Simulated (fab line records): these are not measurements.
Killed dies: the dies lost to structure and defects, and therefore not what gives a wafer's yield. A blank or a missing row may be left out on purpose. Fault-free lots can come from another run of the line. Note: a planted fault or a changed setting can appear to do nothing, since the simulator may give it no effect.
fab line records / flow n5-finfet
[record] lots = 6 wafers = 18 last-day = 18
route steps=1938 shown BEOL_M14@1718
lots that met no fault: from a run of the same line without faults
start-h: hours from the record's first day to the start of the lot's first wafer shown / wait-h: time in hours since the lot's previous step / " the same as in the row above / L1.1+2: a single row standing in for several wafers / - value missing, or start not given / * or withheld: withheld / < > ~ a bound
route shown NAME@n: names a module that has steps shown in the file, with the first one's number in the route / usual: the fault-free wafers' mean and standard deviation / same: alike in all rows / chamber/n: place in a boat / sites: per-site readings / _std_site: standard deviation across them / _edge_site: inner sites' mean taken away from outer sites' mean / radius-mm: for every site, how far away it sits from the centre of the wafer / mask NAME#n: copy n / behind: the last tool/chamber to shape the wafer / hold: why the lot was held/for how many hours/how that ended / device: whichever transistor did not switch (one of n, p or np) / end of line: tests of these same wafers at the route's end / a step with no rows: only its recipe / killed: the dies lost at the first sort to structure and to defects; this is not the yield of the wafer / map: a wafer's dies, x killed, . not, _ none there
set.NAME: the setting that was run; set.NAME@STEP: the one run at that earlier step / model.NAME: the simulator's own value behind a step, which no gauge read
certain route steps with their lots: each step a table, each wafer a row
services: the hour from which a tool's chamber was out of use, counted from the record's first day as start-h (under 0 if before that day), plus the number of hours and why
[[steps]]
[step N5_BEOL_M14_COAT_58]
[recipe] resist = BARC temp-c = 205 time-s = 60 spin-rpm = 1500 resist-thk-nm = 89
[step N5_BEOL_M14_COAT_04]
[recipe] spin-rpm = 1704 resist-thk-nm = 800
[step N5_BEOL_M14_EBR_06]
[recipe] solvent = PGMEA ebr-width-mm = 1.5
[step N5_BEOL_M14_SOFTBAKE_05]
[recipe] temp-c = 130 time-s = 60
[step N5_BEOL_M14_EXPOSE_07]
[recipe] mask-id = V13 na = 0.8 source-shape = annular sigma-inner = 0.5 sigma-outer = 0.8 polarization = unpolarized attpsm-phase-deg = 180 dose-mj = 57
[step N5_BEOL_M14_PEB_08]
[recipe] peb-temp-c = 130 peb-time-s = 90
[step N5_BEOL_M14_DEVELOP_09]
[recipe] develop-time-s = 45 rinse-liquid = diw dry = air-spin dev-temp-c = 21
[step N5_BEOL_M14_HARDBAKE_14]
[recipe] temp-c = 130 time-s = 120
[step N5_BEOL_M14_CD_MEAS_10]
[recipe] target-cd-nm = 250 landing-energy-ev = 500 detector = se-inlens polarity = opening
[usual] cd-nm = 250.1/1.5
[same] landing-energy-ev = 500
lot.wafer=L428.1 tool=cd-sem-01 chamber=0 start-h=302.55 wait-h=- cd-nm=247.5
lot.wafer=L428.4 tool=cd-sem-01 chamber=0 start-h=302.55 wait-h=- cd-nm=250.2
lot.wafer=L428.5 tool=cd-sem-01 chamber=0 start-h=302.55 wait-h=- cd-nm=249.1
lot.wafer=L425.2 tool=cd-sem-03 chamber=0 start-h=303.39 wait-h=- cd-nm=249.3
lot.wafer=L425.4 tool=cd-sem-03 chamber=0 start-h=303.39 wait-h=- cd-nm=249.3
lot.wafer=L425.6 tool=cd-sem-03 chamber=0 start-h=303.39 wait-h=- cd-nm=250.2
lot.wafer=L432.1 tool=cd-sem-01 chamber=0 start-h=336.96 wait-h=- cd-nm=250.4
lot.wafer=L432.4 tool=cd-sem-01 chamber=0 start-h=336.96 wait-h=- cd-nm=248.2
lot.wafer=L432.6 tool=cd-sem-01 chamber=0 start-h=336.96 wait-h=- cd-nm=251.1
lot.wafer=L439.1 tool=cd-sem-01 chamber=0 start-h=366.46 wait-h=- cd-nm=249.8
lot.wafer=L439.2 tool=cd-sem-01 chamber=0 start-h=366.46 wait-h=- cd-nm=249.4
lot.wafer=L439.6 tool=cd-sem-01 chamber=0 start-h=366.46 wait-h=- cd-nm=249.7
lot.wafer=L438.1 tool=cd-sem-01 chamber=0 start-h=369.14 wait-h=- cd-nm=249.1
lot.wafer=L438.4 tool=cd-sem-01 chamber=0 start-h=369.14 wait-h=- cd-nm=253.0
lot.wafer=L438.6 tool=cd-sem-01 chamber=0 start-h=369.14 wait-h=- cd-nm=251.3
lot.wafer=L440.1 tool=cd-sem-02 chamber=0 start-h=395.30 wait-h=- cd-nm=250.3
lot.wafer=L440.2 tool=cd-sem-02 chamber=0 start-h=395.30 wait-h=- cd-nm=249.4
lot.wafer=L440.6 tool=cd-sem-02 chamber=0 start-h=395.30 wait-h=- cd-nm=249.0
[step N5_BEOL_M14_OVL_MEAS_11]
[recipe] points-per-wafer = 44
[usual] V13_OVL = -2/4.9
lot.wafer=L428.1 tool=overlay-01 chamber=0 start-h=302.58 wait-h=0.0 V13_OVL[nm]=-3
lot.wafer=L428.4 tool=overlay-01 chamber=0 start-h=302.58 wait-h=0.0 V13_OVL[nm]=-1
lot.wafer=L428.5 tool=overlay-01 chamber=0 start-h=302.58 wait-h=0.0 V13_OVL[nm]=-1
lot.wafer=L425.2 tool=overlay-02 chamber=0 start-h=303.42 wait-h=0.0 V13_OVL[nm]=-2
lot.wafer=L425.4 tool=overlay-02 chamber=0 start-h=303.42 wait-h=0.0 V13_OVL[nm]=-1
lot.wafer=L425.6 tool=overlay-02 chamber=0 start-h=303.42 wait-h=0.0 V13_OVL[nm]=-10
lot.wafer=L432.1 tool=overlay-02 chamber=0 start-h=336.99 wait-h=0.0 V13_OVL[nm]=-8
lot.wafer=L432.4 tool=overlay-02 chamber=0 start-h=336.99 wait-h=0.0 V13_OVL[nm]=2
lot.wafer=L432.6 tool=overlay-02 chamber=0 start-h=336.99 wait-h=0.0 V13_OVL[nm]=1
lot.wafer=L439.1 tool=overlay-01 chamber=0 start-h=366.49 wait-h=0.0 V13_OVL[nm]=2
lot.wafer=L439.2 tool=overlay-01 chamber=0 start-h=366.49 wait-h=0.0 V13_OVL[nm]=-4
lot.wafer=L439.6 tool=overlay-01 chamber=0 start-h=366.49 wait-h=0.0 V13_OVL[nm]=-14
lot.wafer=L438.1 tool=overlay-01 chamber=0 start-h=369.17 wait-h=0.0 V13_OVL[nm]=-5
lot.wafer=L438.4 tool=overlay-01 chamber=0 start-h=369.17 wait-h=0.0 V13_OVL[nm]=-6
lot.wafer=L438.6 tool=overlay-01 chamber=0 start-h=369.17 wait-h=0.0 V13_OVL[nm]=-4
lot.wafer=L440.1 tool=overlay-01 chamber=0 start-h=395.33 wait-h=0.0 V13_OVL[nm]=-4
lot.wafer=L440.2 tool=overlay-01 chamber=0 start-h=395.33 wait-h=0.0 V13_OVL[nm]=7
lot.wafer=L440.6 tool=overlay-01 chamber=0 start-h=395.33 wait-h=0.0 V13_OVL[nm]=-3
[step N5_BEOL_M14_INSPECT_12]
[recipe] mode = adi inspect-instrument = macro
[usual] raw-defect-count = 2.0/1.4
lot.wafer=L428.1 tool=defect-inspect-01 chamber=- start-h=302.60 wait-h=0.0 raw-defect-count=1
lot.wafer=L428.4 tool=defect-inspect-01 chamber=- start-h=302.60 wait-h=0.0 raw-defect-count=2
lot.wafer=L428.5 tool=defect-inspect-01 chamber=- start-h=302.60 wait-h=0.0 raw-defect-count=3
lot.wafer=L425.2 tool=defect-inspect-01 chamber=- start-h=303.44 wait-h=0.0 raw-defect-count=3
lot.wafer=L425.4 tool=defect-inspect-01 chamber=- start-h=303.44 wait-h=0.0 raw-defect-count=4
lot.wafer=L425.6 tool=defect-inspect-01 chamber=- start-h=303.44 wait-h=0.0 raw-defect-count=3
lot.wafer=L432.1 tool=defect-inspect-01 chamber=- start-h=337.01 wait-h=0.0 raw-defect-count=1
lot.wafer=L432.4 tool=defect-inspect-01 chamber=- start-h=337.01 wait-h=0.0 raw-defect-count=0
lot.wafer=L432.6 tool=defect-inspect-01 chamber=- start-h=337.01 wait-h=0.0 raw-defect-count=0
lot.wafer=L439.1 tool=defect-inspect-01 chamber=- start-h=366.52 wait-h=0.0 raw-defect-count=1
lot.wafer=L439.2 tool=defect-inspect-01 chamber=- start-h=366.52 wait-h=0.0 raw-defect-count=0
lot.wafer=L439.6 tool=defect-inspect-01 chamber=- start-h=366.52 wait-h=0.0 raw-defect-count=1
lot.wafer=L438.1 tool=defect-inspect-01 chamber=- start-h=369.19 wait-h=0.0 raw-defect-count=1
lot.wafer=L438.4 tool=defect-inspect-01 chamber=- start-h=369.19 wait-h=0.0 raw-defect-count=4
lot.wafer=L438.6 tool=defect-inspect-01 chamber=- start-h=369.19 wait-h=0.0 raw-defect-count=2
lot.wafer=L440.1 tool=defect-inspect-01 chamber=- start-h=395.36 wait-h=0.0 raw-defect-count=0
lot.wafer=L440.2 tool=defect-inspect-01 chamber=- start-h=395.36 wait-h=0.0 raw-defect-count=3
lot.wafer=L440.6 tool=defect-inspect-01 chamber=- start-h=395.36 wait-h=0.0 raw-defect-count=4
[step N5_BEOL_M14_DESCUM_15]
[recipe] chemistry = O2 time-s = 7.9 source-power-w = 50 bias-power-w = 20 pressure-mtorr = 20 rf-frequency-hz = 2.712e+07 temp-c = 40 o2-flow-sccm = 225
[usual] drypump-motor-current-A = 5.8/0.39 oes-product-au = 0.80/0.093 rf-vpp-V = 242.7/1.4 showerhead-plenum-p-Torr = 2.05/0.07 throttle-valve-pct = 20.44/0.26
lot.wafer=L428.1 tool=rie-diel-05 chamber=1 start-h=302.94 wait-h=0.3 drypump-motor-current-A=5.1 oes-product-au=0.86 rf-hours-counter-h=70 rf-vpp-V=240.6 showerhead-plenum-p-Torr=2.02 throttle-valve-pct=20.22
lot.wafer=L428.4 tool=rie-diel-05 chamber=2 start-h=302.94 wait-h=0.3 drypump-motor-current-A=6.3 oes-product-au=0.84 rf-hours-counter-h=54 rf-vpp-V=244.3 showerhead-plenum-p-Torr=2.12 throttle-valve-pct=20.45
lot.wafer=L428.5 tool=rie-diel-05 chamber=0 start-h=302.94 wait-h=0.3 drypump-motor-current-A=5.7 oes-product-au=0.81 rf-hours-counter-h=- rf-vpp-V=242.8 showerhead-plenum-p-Torr=2.01 throttle-valve-pct=20.31
lot.wafer=L425.2 tool=rie-diel-02 chamber=2 start-h=303.80 wait-h=0.4 drypump-motor-current-A=6.1 oes-product-au=0.70 rf-hours-counter-h=229 rf-vpp-V=245.6 showerhead-plenum-p-Torr=2.16 throttle-valve-pct=20.97
lot.wafer=L425.4 tool=rie-diel-02 chamber=2 start-h=303.80 wait-h=0.4 drypump-motor-current-A=6.2 oes-product-au=0.71 rf-hours-counter-h=- rf-vpp-V=245.4 showerhead-plenum-p-Torr=2.16 throttle-valve-pct=20.98
lot.wafer=L425.6 tool=rie-diel-02 chamber=3 start-h=303.80 wait-h=0.4 drypump-motor-current-A=6.1 oes-product-au=0.68 rf-hours-counter-h=- rf-vpp-V=241.7 showerhead-plenum-p-Torr=1.97 throttle-valve-pct=20.97
lot.wafer=L432.1 tool=rie-diel-05 chamber=3 start-h=337.70 wait-h=0.7 drypump-motor-current-A=5.7 oes-product-au=0.93 rf-hours-counter-h=20 rf-vpp-V=242.3 showerhead-plenum-p-Torr=2.04 throttle-valve-pct=20.14
lot.wafer=L432.4 tool=rie-diel-05 chamber=0 start-h=337.70 wait-h=0.7 drypump-motor-current-A=5.6 oes-product-au=0.79 rf-hours-counter-h=116 rf-vpp-V=242.4 showerhead-plenum-p-Torr=2.01 throttle-valve-pct=20.32
lot.wafer=L432.6 tool=rie-diel-05 chamber=0 start-h=337.70 wait-h=0.7 drypump-motor-current-A=5.6 oes-product-au=0.79 rf-hours-counter-h=- rf-vpp-V=241.2 showerhead-plenum-p-Torr=2.01 throttle-valve-pct=20.31
lot.wafer=L439.1 tool=rie-diel-06 chamber=1 start-h=366.62 wait-h=0.1 drypump-motor-current-A=6.0 oes-product-au=0.69 rf-hours-counter-h=231 rf-vpp-V=243.1 showerhead-plenum-p-Torr=2.06 throttle-valve-pct=20.73
lot.wafer=L439.2 tool=rie-diel-06 chamber=0 start-h=366.62 wait-h=0.1 drypump-motor-current-A=5.8 oes-product-au=0.83 rf-hours-counter-h=86 rf-vpp-V=242.9 showerhead-plenum-p-Torr=2.03 throttle-valve-pct=20.41
lot.wafer=L439.6 tool=rie-diel-06 chamber=0 start-h=366.62 wait-h=0.1 drypump-motor-current-A=5.8 oes-product-au=0.84 rf-hours-counter-h=- rf-vpp-V=243.0 showerhead-plenum-p-Torr=2.03 throttle-valve-pct=20.42
lot.wafer=L438.1 tool=rie-diel-05 chamber=0 start-h=369.28 wait-h=0.1 drypump-motor-current-A=5.7 oes-product-au=0.78 rf-hours-counter-h=128 rf-vpp-V=243.2 showerhead-plenum-p-Torr=2.00 throttle-valve-pct=20.34
lot.wafer=L438.4 tool=rie-diel-05 chamber=2 start-h=369.28 wait-h=0.1 drypump-motor-current-A=6.3 oes-product-au=0.82 rf-hours-counter-h=78 rf-vpp-V=243.2 showerhead-plenum-p-Torr=2.11 throttle-valve-pct=20.49
lot.wafer=L438.6 tool=rie-diel-05 chamber=0 start-h=369.28 wait-h=0.1 drypump-motor-current-A=5.6 oes-product-au=0.79 rf-hours-counter-h=- rf-vpp-V=242.7 showerhead-plenum-p-Torr=2.00 throttle-valve-pct=20.34
lot.wafer=L440.1 tool=rie-diel-02 chamber=0 start-h=395.39 wait-h=0.0 drypump-motor-current-A=5.9 oes-product-au=0.89 rf-hours-counter-h=32 rf-vpp-V=244.4 showerhead-plenum-p-Torr=2.23 throttle-valve-pct=20.33
lot.wafer=L440.2 tool=rie-diel-02 chamber=1 start-h=395.39 wait-h=0.0 drypump-motor-current-A=5.0 oes-product-au=0.94 rf-hours-counter-h=7 rf-vpp-V=244.5 showerhead-plenum-p-Torr=2.23 throttle-valve-pct=20.06
lot.wafer=L440.6 tool=rie-diel-02 chamber=3 start-h=395.39 wait-h=0.0 drypump-motor-current-A=6.1 oes-product-au=0.92 rf-hours-counter-h=- rf-vpp-V=246.6 showerhead-plenum-p-Torr=2.22 throttle-valve-pct=20.62
[step N5_BEOL_M14_ETCH_59]
[recipe] chemistry = N2/H2 target = BARC target-depth-a = 890 overetch-a = 267 time-s = 67.9 ion-energy-ev = 200 pressure-mtorr = 30 source-w = 840 bias-w = 150 n2-flow-sccm = 200 h2-flow-sccm = 200
[usual] drypump-motor-current-A = 5.8/0.39 oes-product-au = 0.69/0.074 rf-vpp-V = 522.6/2.5 run-length-s = 91.3/0.5 showerhead-plenum-p-Torr = 2.50/0.083 throttle-valve-pct = 17.91/0.27
lot.wafer=L428.1 tool=rie-diel-05 chamber=1 start-h=302.98 wait-h=0.0 drypump-motor-current-A=5.1 oes-product-au=0.73 rf-hours-counter-h=70 rf-vpp-V=523.1 run-length-s=91.0 showerhead-plenum-p-Torr=2.48 throttle-valve-pct=17.82
lot.wafer=L428.4 tool=rie-diel-05 chamber=2 start-h=302.98 wait-h=0.0 drypump-motor-current-A=6.2 oes-product-au=0.72 rf-hours-counter-h=54 rf-vpp-V=524.3 run-length-s=91.4 showerhead-plenum-p-Torr=2.58 throttle-valve-pct=17.87
lot.wafer=L428.5 tool=rie-diel-05 chamber=0 start-h=302.98 wait-h=0.0 drypump-motor-current-A=5.7 oes-product-au=0.68 rf-hours-counter-h=- rf-vpp-V=520.6 run-length-s=91.7 showerhead-plenum-p-Torr=2.46 throttle-valve-pct=17.77
lot.wafer=L425.2 tool=rie-diel-02 chamber=2 start-h=303.84 wait-h=0.0 drypump-motor-current-A=6.1 oes-product-au=0.62 rf-hours-counter-h=229 rf-vpp-V=525.0 run-length-s=91.3 showerhead-plenum-p-Torr=2.62 throttle-valve-pct=18.36
lot.wafer=L425.4 tool=rie-diel-02 chamber=2 start-h=303.84 wait-h=0.0 drypump-motor-current-A=6.2 oes-product-au=0.61 rf-hours-counter-h=- rf-vpp-V=525.9 run-length-s=91.5 showerhead-plenum-p-Torr=2.62 throttle-valve-pct=18.38
lot.wafer=L425.6 tool=rie-diel-02 chamber=3 start-h=303.84 wait-h=0.0 drypump-motor-current-A=6.1 oes-product-au=0.58 rf-hours-counter-h=- rf-vpp-V=520.6 run-length-s=90.5 showerhead-plenum-p-Torr=2.41 throttle-valve-pct=18.47
lot.wafer=L432.1 tool=rie-diel-05 chamber=3 start-h=337.73 wait-h=0.0 drypump-motor-current-A=5.8 oes-product-au=0.78 rf-hours-counter-h=20 rf-vpp-V=522.7 run-length-s=91.5 showerhead-plenum-p-Torr=2.48 throttle-valve-pct=17.61
lot.wafer=L432.4 tool=rie-diel-05 chamber=0 start-h=337.73 wait-h=0.0 drypump-motor-current-A=5.6 oes-product-au=0.73 rf-hours-counter-h=116 rf-vpp-V=521.2 run-length-s=86.5 showerhead-plenum-p-Torr=2.46 throttle-valve-pct=17.83
lot.wafer=L432.6 tool=rie-diel-05 chamber=0 start-h=337.73 wait-h=0.0 drypump-motor-current-A=5.6 oes-product-au=0.68 rf-hours-counter-h=- rf-vpp-V=521.6 run-length-s=91.7 showerhead-plenum-p-Torr=2.46 throttle-valve-pct=17.81
lot.wafer=L439.1 tool=rie-diel-06 chamber=1 start-h=366.66 wait-h=0.0 drypump-motor-current-A=6.0 oes-product-au=0.59 rf-hours-counter-h=231 rf-vpp-V=521.4 run-length-s=91.6 showerhead-plenum-p-Torr=2.52 throttle-valve-pct=18.35
lot.wafer=L439.2 tool=rie-diel-06 chamber=0 start-h=366.66 wait-h=0.0 drypump-motor-current-A=5.8 oes-product-au=0.71 rf-hours-counter-h=86 rf-vpp-V=521.4 run-length-s=92.2 showerhead-plenum-p-Torr=2.46 throttle-valve-pct=17.83
lot.wafer=L439.6 tool=rie-diel-06 chamber=0 start-h=366.66 wait-h=0.0 drypump-motor-current-A=5.8 oes-product-au=0.71 rf-hours-counter-h=- rf-vpp-V=522.5 run-length-s=91.9 showerhead-plenum-p-Torr=2.46 throttle-valve-pct=17.83
lot.wafer=L438.1 tool=rie-diel-05 chamber=0 start-h=369.31 wait-h=0.0 drypump-motor-current-A=5.6 oes-product-au=0.65 rf-hours-counter-h=128 rf-vpp-V=520.7 run-length-s=91.5 showerhead-plenum-p-Torr=2.45 throttle-valve-pct=17.83
lot.wafer=L438.4 tool=rie-diel-05 chamber=2 start-h=369.31 wait-h=0.0 drypump-motor-current-A=6.2 oes-product-au=0.74 rf-hours-counter-h=78 rf-vpp-V=524.2 run-length-s=86.9 showerhead-plenum-p-Torr=2.57 throttle-valve-pct=17.96
lot.wafer=L438.6 tool=rie-diel-05 chamber=0 start-h=369.31 wait-h=0.0 drypump-motor-current-A=5.6 oes-product-au=0.66 rf-hours-counter-h=- rf-vpp-V=522.6 run-length-s=92.1 showerhead-plenum-p-Torr=2.45 throttle-valve-pct=17.84
lot.wafer=L440.1 tool=rie-diel-02 chamber=0 start-h=395.43 wait-h=0.0 drypump-motor-current-A=5.9 oes-product-au=0.76 rf-hours-counter-h=32 rf-vpp-V=528.9 run-length-s=91.1 showerhead-plenum-p-Torr=2.70 throttle-valve-pct=17.76
lot.wafer=L440.2 tool=rie-diel-02 chamber=1 start-h=395.43 wait-h=0.0 drypump-motor-current-A=5.0 oes-product-au=0.81 rf-hours-counter-h=7 rf-vpp-V=528.1 run-length-s=91.5 showerhead-plenum-p-Torr=2.72 throttle-valve-pct=17.56
lot.wafer=L440.6 tool=rie-diel-02 chamber=3 start-h=395.43 wait-h=0.0 drypump-motor-current-A=6.1 oes-product-au=0.78 rf-hours-counter-h=- rf-vpp-V=528.2 run-length-s=90.9 showerhead-plenum-p-Torr=2.71 throttle-valve-pct=18.07
[step N5_BEOL_M14_VIA_ETCH_16]
[recipe] chemistry = C4F8/O2/Ar target = SiO2 he-inner-torr = 15 he-outer-torr = 30 target-depth-a = 12313 time-s = withheld ion-energy-ev = 800 pressure-mtorr = 20 source-w = 1905 bias-w = 2040 Ar_flow_sccm = 400 C4F8_flow_sccm = 16 O2_flow_sccm = 12 ends = cleared
[usual] drypump-motor-current-A = 5.8/0.39 oes-product-au = 0.73/0.083 rf-vpp-V = 2218/18 showerhead-plenum-p-Torr = 3.38/0.1 throttle-valve-pct = 30.92/0.24
lot.wafer=L428.1 tool=rie-diel-05 chamber=1 start-h=303.03 wait-h=0.0 drypump-motor-current-A=5.1 oes-product-au=0.78 rf-vpp-V=2227 showerhead-plenum-p-Torr=3.35 throttle-valve-pct=30.77
lot.wafer=L428.4 tool=rie-diel-05 chamber=2 start-h=303.03 wait-h=0.0 drypump-motor-current-A=6.2 oes-product-au=0.76 rf-vpp-V=2214 showerhead-plenum-p-Torr=3.49 throttle-valve-pct=31.02
lot.wafer=L428.5 tool=rie-diel-05 chamber=0 start-h=303.03 wait-h=0.0 drypump-motor-current-A=5.6 oes-product-au=0.72 rf-vpp-V=2209 showerhead-plenum-p-Torr=3.32 throttle-valve-pct=30.72
lot.wafer=L425.2 tool=rie-diel-02 chamber=2 start-h=303.89 wait-h=0.0 drypump-motor-current-A=6.2 oes-product-au=0.64 rf-vpp-V=2257 showerhead-plenum-p-Torr=3.53 throttle-valve-pct=31.32
lot.wafer=L425.4 tool=rie-diel-02 chamber=2 start-h=303.89 wait-h=0.0 drypump-motor-current-A=6.2 oes-product-au=0.64 rf-vpp-V=2257 showerhead-plenum-p-Torr=3.53 throttle-valve-pct=31.32
lot.wafer=L425.6 tool=rie-diel-02 chamber=3 start-h=303.89 wait-h=0.0 drypump-motor-current-A=6.1 oes-product-au=0.62 rf-vpp-V=2203 showerhead-plenum-p-Torr=3.27 throttle-valve-pct=31.49
lot.wafer=L432.1 tool=rie-diel-05 chamber=3 start-h=337.78 wait-h=0.0 drypump-motor-current-A=5.8 oes-product-au=0.83 rf-vpp-V=2193 showerhead-plenum-p-Torr=3.38 throttle-valve-pct=30.76
lot.wafer=L432.4 tool=rie-diel-05 chamber=0 start-h=337.78 wait-h=0.0 drypump-motor-current-A=5.6 oes-product-au=0.70 rf-vpp-V=2208 showerhead-plenum-p-Torr=3.31 throttle-valve-pct=30.72
lot.wafer=L432.6 tool=rie-diel-05 chamber=0 start-h=337.78 wait-h=0.0 drypump-motor-current-A=5.6 oes-product-au=0.71 rf-vpp-V=2209 showerhead-plenum-p-Torr=3.31 throttle-valve-pct=30.74
lot.wafer=L439.1 tool=rie-diel-06 chamber=1 start-h=366.71 wait-h=0.0 drypump-motor-current-A=6.0 oes-product-au=0.62 rf-vpp-V=2236 showerhead-plenum-p-Torr=3.39 throttle-valve-pct=31.12
lot.wafer=L439.2 tool=rie-diel-06 chamber=0 start-h=366.71 wait-h=0.0 drypump-motor-current-A=5.8 oes-product-au=0.75 rf-vpp-V=2236 showerhead-plenum-p-Torr=3.33 throttle-valve-pct=30.82
lot.wafer=L439.6 tool=rie-diel-06 chamber=0 start-h=366.71 wait-h=0.0 drypump-motor-current-A=5.8 oes-product-au=0.75 rf-vpp-V=2236 showerhead-plenum-p-Torr=3.33 throttle-valve-pct=30.82
lot.wafer=L438.1 tool=rie-diel-05 chamber=0 start-h=369.36 wait-h=0.0 drypump-motor-current-A=5.7 oes-product-au=0.70 rf-vpp-V=2207 showerhead-plenum-p-Torr=3.31 throttle-valve-pct=30.77
lot.wafer=L438.4 tool=rie-diel-05 chamber=2 start-h=369.36 wait-h=0.0 drypump-motor-current-A=6.2 oes-product-au=0.73 rf-vpp-V=2213 showerhead-plenum-p-Torr=3.48 throttle-valve-pct=31.06
lot.wafer=L438.6 tool=rie-diel-05 chamber=0 start-h=369.36 wait-h=0.0 drypump-motor-current-A=5.7 oes-product-au=0.70 rf-vpp-V=2208 showerhead-plenum-p-Torr=3.31 throttle-valve-pct=30.75
lot.wafer=L440.1 tool=rie-diel-02 chamber=0 start-h=395.48 wait-h=0.0 drypump-motor-current-A=5.9 oes-product-au=0.81 rf-vpp-V=2234 showerhead-plenum-p-Torr=3.63 throttle-valve-pct=30.74
lot.wafer=L440.2 tool=rie-diel-02 chamber=1 start-h=395.48 wait-h=0.0 drypump-motor-current-A=5.0 oes-product-au=0.85 rf-vpp-V=2240 showerhead-plenum-p-Torr=3.66 throttle-valve-pct=30.66
lot.wafer=L440.6 tool=rie-diel-02 chamber=3 start-h=395.48 wait-h=0.0 drypump-motor-current-A=6.1 oes-product-au=0.83 rf-vpp-V=2237 showerhead-plenum-p-Torr=3.65 throttle-valve-pct=31.21
[[services]]
tool=rie-diel-02 chamber=0 start-h=286.55 hours=12.4 kind=repair
tool=rie-diel-02 chamber=- start-h=320.74 hours=3.6 kind=repair
tool=rie-diel-02 chamber=3 start-h=326.28 hours=- kind=clean
tool=rie-diel-02 chamber=3 start-h=326.28 hours=- kind=consumable-replace:focus-ring
tool=rie-diel-02 chamber=3 start-h=326.28 hours=- kind=consumable-replace:showerhead
tool=rie-diel-02 chamber=3 start-h=326.28 hours=17.4 kind=scheduled-down
tool=rie-diel-02 chamber=3 start-h=326.28 hours=17.4 kind=vent-cycle
tool=rie-diel-02 chamber=2 start-h=328.81 hours=3.2 kind=repair
tool=rie-diel-06 chamber=1 start-h=352.27 hours=2.4 kind=repair
tool=rie-diel-02 chamber=1 start-h=362.03 hours=1.3 kind=repair
tool=rie-diel-02 chamber=1 start-h=363.60 hours=- kind=clean
tool=rie-diel-02 chamber=1 start-h=363.60 hours=- kind=consumable-replace:focus-ring
tool=rie-diel-02 chamber=1 start-h=363.60 hours=- kind=consumable-replace:showerhead
tool=rie-diel-02 chamber=1 start-h=363.60 hours=15.4 kind=scheduled-down
tool=rie-diel-02 chamber=1 start-h=363.60 hours=15.4 kind=vent-cycle
tool=rie-diel-05 chamber=2 start-h=366.19 hours=1.2 kind=repair
tool=rie-diel-06 chamber=2 start-h=368.01 hours=12.3 kind=repair
tool=rie-diel-02 chamber=2 start-h=379.03 hours=- kind=clean
tool=rie-diel-02 chamber=2 start-h=379.03 hours=- kind=consumable-replace:focus-ring
tool=rie-diel-02 chamber=2 start-h=379.03 hours=24.5 kind=scheduled-down
tool=rie-diel-02 chamber=2 start-h=379.03 hours=24.5 kind=vent-cycle
tool=rie-diel-02 chamber=3 start-h=386.31 hours=2.8 kind=repair
tool=rie-diel-05 chamber=1 start-h=392.31 hours=7.0 kind=repair
[[key]]
[first-sign] step = N5_BEOL_M14_ETCH_59 reading = run-length-s direction = down sigmas = 9.3 usual = * struck = *
effect none on later readings
met-at N5_BEOL_M14_ETCH_59
struck-wafers L432.4,L438.4
onset-between 302.98 337.73
[fault] kind = process-parameter-drift tool = rie-diel-05 chamber = - onset-h = 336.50 steps = N5_BEOL_M14_ETCH_59 channel = time-s offset = * shape = step end-h = 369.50 scope = struck-wafers-only acts-in = * stated = *
